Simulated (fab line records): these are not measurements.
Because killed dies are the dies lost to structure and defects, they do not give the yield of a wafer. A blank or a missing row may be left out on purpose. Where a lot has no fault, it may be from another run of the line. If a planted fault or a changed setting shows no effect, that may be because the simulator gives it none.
fab line records | flow nand_harc
record: lots: 13 wafers: 39 last_day: 24
route steps=1159 shown P_ZERO_WELL@14 P_STI@80 P_GATE@122
lots untouched by any fault: they come from a run of this same line in which no faults occurred
start_h: hours from the record's opening day to when the first of the lot's shown wafers began | wait_h: hours elapsed since this lot's preceding step | " as in the row above | L1.1+2: several wafers, shown together as one row | - no value present, or no start provided | * or withheld: withheld | < > ~ a bound
route shown NAME@n: NAME is a module with steps in the file, n the number in the route of the first one | usual: average and standard deviation across the fault-free wafers | same: alike in all rows | chamber/n: place in a boat | sites: the reading at each site | _std_site: the values' standard deviation | _edge_site: inner sites' mean taken away from outer sites' mean | radius_mm: how far each site lies from the wafer's centre | mask NAME#n: copy n | behind: the tool/chamber that last shaped the wafer | hold: why the lot was held/for how many hours/how that ended | device: which transistor (n, p or np) failed to switch | end of line: the tests these same wafers got at the end of their route | a step given without rows: its recipe and nothing more | killed: the dies lost at the first sort to structure and to defects; this is not the yield of the wafer | map: the dies of a wafer, with x for killed, . for not killed, _ for no die there
set.NAME: the setting the step ran with; set.NAME@STEP: the setting that earlier step ran with | model.NAME: the simulator's own value behind a step, which no gauge read
route steps across a sampled set of lots; one table per step, one row per wafer
services: the hour from which a tool's chamber was out of use, counted from the record's first day as start_h (under 0 if before that day), plus the number of hours and why
== steps ==
step: NHARC_P_ZERO_WELL_CD_MEAS_11
recipe: target_cd_nm: 500 landing_energy_ev: 500
usual: cd_nm: 500.2/2.3
columns lot.wafer tool chamber start_h wait_h cd_nm
L497.1 cd_sem-03 0 19.25 - 495.3
L497.3 " 0 " " 503.2
L497.6 " 0 " " 501.0
L498.2 cd_sem-01 0 25.38 - 497.0
L498.3 " 0 " " 499.8
L498.4 " 0 " " 500.4
L499.3 cd_sem-01 0 31.25 - 500.3
L499.5 " 0 " " 498.6
L499.6 " 0 " " 495.3
L500.1 cd_sem-02 0 37.51 - 497.9
L500.4 " 0 " " 497.2
L500.5 " 0 " " 498.2
L501.4 cd_sem-03 0 43.25 - 497.5
L501.5 " 0 " " 495.5
L501.6 " 0 " " 496.9
L502.2 cd_sem-01 0 49.13 - 500.5
L502.4 " 0 " " 498.9
L502.5 " 0 " " 501.2
L503.2 cd_sem-03 0 55.26 - 500.9
L503.5 " 0 " " 502.0
L503.6 " 0 " " 502.4
L506.1 cd_sem-02 0 73.27 - 498.3
L506.5 " 0 " " 499.2
L506.6 " 0 " " 500.6
L509.1 cd_sem-03 0 91.12 - 501.8
L509.3 " 0 " " 504.2
L509.5 " 0 " " 502.2
L514.1 cd_sem-01 0 121.25 - 503.5
L514.2 " 0 " " 500.8
L514.6 " 0 " " 500.6
L516.1 cd_sem-01 0 133.30 - 499.3
L516.3 " 0 " " 501.7
L516.6 " 0 " " 496.0
L518.1 cd_sem-03 0 145.23 - 500.2
L518.2 " 0 " " 500.9
L518.5 " 0 " " 499.8
L519.1 cd_sem-02 0 151.12 - 500.2
L519.2 " 0 " " 493.4
L519.5 " 0 " " 500.8
step: NHARC_P_ZERO_WELL_CD_MEAS_52
recipe: target_cd_nm: 2000 landing_energy_ev: 500
usual: cd_nm: 1999.2/2
columns lot.wafer tool chamber start_h wait_h cd_nm
L497.1 cd_sem-01 0 23.63 - 1996.2
L497.3 " 0 " " 1999.2
L497.6 " 0 " " 1998.3
L498.2 cd_sem-02 0 29.92 - 1998.3
L498.3 " 0 " " 1998.2
L498.4 " 0 " " 1998.0
L499.3 cd_sem-03 0 35.91 - 1999.3
L499.5 " 0 " " 1998.0
L499.6 " 0 " " 1998.0
L500.1 cd_sem-02 0 42.11 - 1998.3
L500.4 " 0 " " 1996.6
L500.5 " 0 " " 1996.3
L501.4 cd_sem-03 0 47.75 - 2000.0
L501.5 " 0 " " 2000.4
L501.6 " 0 " " 1998.7
L502.2 cd_sem-03 0 53.83 - 1997.2
L502.4 " 0 " " 2000.1
L502.5 " 0 " " 2000.1
L503.2 cd_sem-03 0 60.28 - 1998.7
L503.5 " 0 " " 1998.7
L503.6 " 0 " " 1997.2
L506.1 cd_sem-01 0 77.78 - 2000.8
L506.5 " 0 " " 2001.0
L506.6 " 0 " " 2001.2
L509.1 cd_sem-02 0 99.49 - 1996.2
L509.3 " 0 " " 2001.4
L509.5 " 0 " " 1998.8
L514.1 cd_sem-03 0 125.77 - 1997.8
L514.2 " 0 " " 2000.8
L514.6 " 0 " " 2001.2
L516.1 cd_sem-02 0 137.91 - 1998.4
L516.3 " 0 " " 1994.6
L516.6 " 0 " " 1997.9
L518.1 cd_sem-02 0 149.75 - 1995.9
L518.2 " 0 " " 1995.6
L518.5 " 0 " " 2001.4
L519.1 cd_sem-03 0 155.74 - 1999.7
L519.2 " 0 " " 1998.5
L519.5 " 0 " " 2000.7
step: NHARC_P_STI_EXPOSE_06
recipe: na: 0.55 target_cd_nm: 200 dose_mj: 37.69 mask_id: P_STI
usual: exposure_dose_mJ_cm2: 37.69/0.039 stage_vel_mm_s: 500.03/0.27
columns lot.wafer tool chamber start_h wait_h mask exposure_dose_mJ_cm2 stage_vel_mm_s
L497.1 krf_scanner-04 0 40.10 - P_STI#0 37.68 499.89
L497.3 " 0 " " P_STI#0 37.64 500.33
L497.6 " 0 " " P_STI#0 37.63 500.13
L498.2 krf_scanner-03 0 50.74 - P_STI#0 37.74 499.78
L498.3 " 0 " " P_STI#0 37.69 499.47
L498.4 " 0 " " P_STI#0 37.79 499.61
L499.3 krf_scanner-03 0 55.65 - P_STI#0 37.67 500.41
L499.5 " 0 " " P_STI#0 37.71 500.36
L499.6 " 0 " " P_STI#0 37.66 499.85
L500.1 krf_scanner-04 0 55.80 - P_STI#0 37.72 500.22
L500.4 " 0 " " P_STI#0 37.75 500.01
L500.5 " 0 " " P_STI#0 37.79 499.88
L501.4 krf_scanner-03 0 65.39 - P_STI#0 37.70 499.51
L501.5 " 0 " " P_STI#0 37.70 499.68
L501.6 " 0 " " P_STI#0 37.69 499.87
L502.2 krf_scanner-02 0 71.44 - P_STI#0 37.65 499.81
L502.4 " 0 " " P_STI#0 37.69 499.69
L502.5 " 0 " " P_STI#0 37.67 499.90
L503.2 krf_scanner-04 0 79.35 - P_STI#0 37.68 500.04
L503.5 " 0 " " P_STI#0 37.67 499.94
L503.6 " 0 " " P_STI#0 37.70 500.20
L506.1 krf_scanner-04 0 95.16 - P_STI#0 37.67 500.40
L506.5 " 0 " " P_STI#0 37.69 500.46
L506.6 " 0 " " P_STI#0 37.68 500.61
L509.1 krf_scanner-04 0 117.34 - P_STI#0 37.71 499.72
L509.3 " 0 " " P_STI#0 37.74 500.13
L509.5 " 0 " " P_STI#0 37.73 499.90
L514.1 krf_scanner-04 0 146.63 - P_STI#0 37.76 500.04
L514.2 " 0 " " P_STI#0 37.69 500.47
L514.6 " 0 " " P_STI#0 37.72 500.10
L516.1 krf_scanner-03 0 154.91 - P_STI#0 37.66 499.91
L516.3 " 0 " " P_STI#0 37.69 499.69
L516.6 " 0 " " P_STI#0 37.69 500.06
L518.1 krf_scanner-02 0 166.86 - P_STI#0 37.69 500.31
L518.2 " 0 " " P_STI#0 37.63 500.27
L518.5 " 0 " " P_STI#0 37.69 500.27
L519.1 krf_scanner-03 0 172.93 - P_STI#0 37.68 500.10
L519.2 " 0 " " P_STI#0 37.71 499.77
L519.5 " 0 " " P_STI#0 37.64 499.83
step: NHARC_P_STI_OVL_MEAS_10
usual: overlay_x_nm: 1/5.8 overlay_y_nm: -1/5.1
columns lot.wafer tool chamber start_h wait_h overlay_x_nm overlay_y_nm
L497.1 overlay-02 - 40.34 - 0 3
L497.3 " - " " 0 3
L497.6 " - " " 0 3
L498.2 overlay-01 - 50.98 - 4 8
L498.3 " - " " 5 8
L498.4 " - " " 5 7
L499.3 overlay-02 - 55.89 - -6 -5
L499.5 " - " " -6 -5
L499.6 " - " " -6 -5
L500.1 overlay-02 - 56.04 - -2 -1
L500.4 " - " " -3 0
L500.5 " - " " -3 0
L501.4 overlay-02 - 65.62 - -2 -7
L501.5 " - " " -1 -7
L501.6 " - " " -1 -7
L502.2 overlay-01 - 71.67 - 3 5
L502.4 " - " " 4 4
L502.5 " - " " 4 4
L503.2 overlay-02 - 79.58 - -3 -5
L503.5 " - " " -3 -6
L503.6 " - " " -3 -5
L506.1 overlay-01 - 95.40 - 12 2
L506.5 " - " " 12 2
L506.6 " - " " 12 1
L509.1 overlay-01 - 117.58 - 22 2
L509.3 " - " " 22 2
L509.5 " - " " 23 3
L514.1 overlay-01 - 146.87 - 18 -2
L514.2 " - " " 17 -2
L514.6 " - " " 17 -2
L516.1 overlay-01 - 155.16 - 3 8
L516.3 " - " " 3 9
L516.6 " - " " 3 8
L518.1 overlay-02 - 167.10 - 10 0
L518.2 " - " " 10 0
L518.5 " - " " 10 0
L519.1 overlay-01 - 173.17 - 0 3
L519.2 " - " " 0 3
L519.5 " - " " -1 3
step: NHARC_P_GATE_CD_MEAS_11
recipe: target_cd_nm: 1640 landing_energy_ev: 500
usual: cd_nm: 1639.9/2
columns lot.wafer tool chamber start_h wait_h cd_nm
L497.1 cd_sem-01 0 80.37 - 1639.2
L497.3 " 0 " " 1640.7
L497.6 " 0 " " 1642.7
L498.2 cd_sem-02 0 88.50 - 1642.4
L498.3 " 0 " " 1641.1
L498.4 " 0 " " 1637.6
L500.1 cd_sem-02 0 96.31 - 1639.8
L500.4 " 0 " " 1637.4
L500.5 " 0 " " 1638.4
L499.3 cd_sem-03 0 96.48 - 1640.5
L499.5 " 0 " " 1638.9
L499.6 " 0 " " 1638.3
L501.4 cd_sem-02 0 104.30 - 1639.6
L501.5 " 0 " " 1638.1
L501.6 " 0 " " 1638.9
L502.2 cd_sem-02 0 109.69 - 1644.8
L502.4 " 0 " " 1637.6
L502.5 " 0 " " 1638.7
L503.2 cd_sem-01 0 118.95 - 1639.9
L503.5 " 0 " " 1642.8
L503.6 " 0 " " 1641.0
L506.1 cd_sem-01 0 132.01 - 1642.2
L506.5 " 0 " " 1641.2
L506.6 " 0 " " 1641.2
L509.1 cd_sem-01 0 149.94 - 1640.4
L509.3 " 0 " " 1639.7
L509.5 " 0 " " 1641.8
L516.1 cd_sem-01 0 189.94 - 1640.0
L516.3 " 0 " " 1643.4
L516.6 " 0 " " 1640.6
L514.1 cd_sem-01 0 189.97 - 1640.5
L514.2 " 0 " " 1640.8
L514.6 " 0 " " 1636.0
L518.1 cd_sem-02 0 202.90 - 1641.3
L518.2 " 0 " " 1641.0
L518.5 " 0 " " 1641.2
L519.1 cd_sem-02 0 211.01 - 1642.6
L519.2 " 0 " " 1639.1
L519.5 " 0 " " 1639.2
== services ==
columns tool chamber start_h hours kind
krf_scanner-02 - 38.00 4.0 pm
krf_scanner-02 - 65.40 1.7 repair
krf_scanner-03 - 89.87 0.4 repair
krf_scanner-04 - 126.00 4.0 pm
krf_scanner-03 - 149.69 1.1 repair
krf_scanner-04 - 158.46 20.3 repair
krf_scanner-03 - 168.00 4.0 pm
== key ==
first_sign: step: NHARC_P_STI_OVL_MEAS_10 reading: overlay_x_nm direction: up sigmas: 3.3 usual: 1 struck: 20
effect none on later readings
met_at NHARC_P_STI_EXPOSE_06
struck_lots L509,L514
tester_left_out L509,L514
not_acting_at NHARC_P_ZERO_WELL_CD_MEAS_11,NHARC_P_ZERO_WELL_CD_MEAS_52,NHARC_P_GATE_CD_MEAS_11
onset_between 95.16 117.34
fault: kind: scanner_matching_overlay tool: krf_scanner-04 chamber: - onset_h: 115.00 steps: NHARC_P_STI_EXPOSE_06 offset: 22.88
tester_left_out: of these lots the tester's yield and bins aren't shown, on N5 and GAA mostly nor the transistor test; their killed dies are dies lost to structure and defects alone, not to doping, threshold or leakage, so they don't give the yield
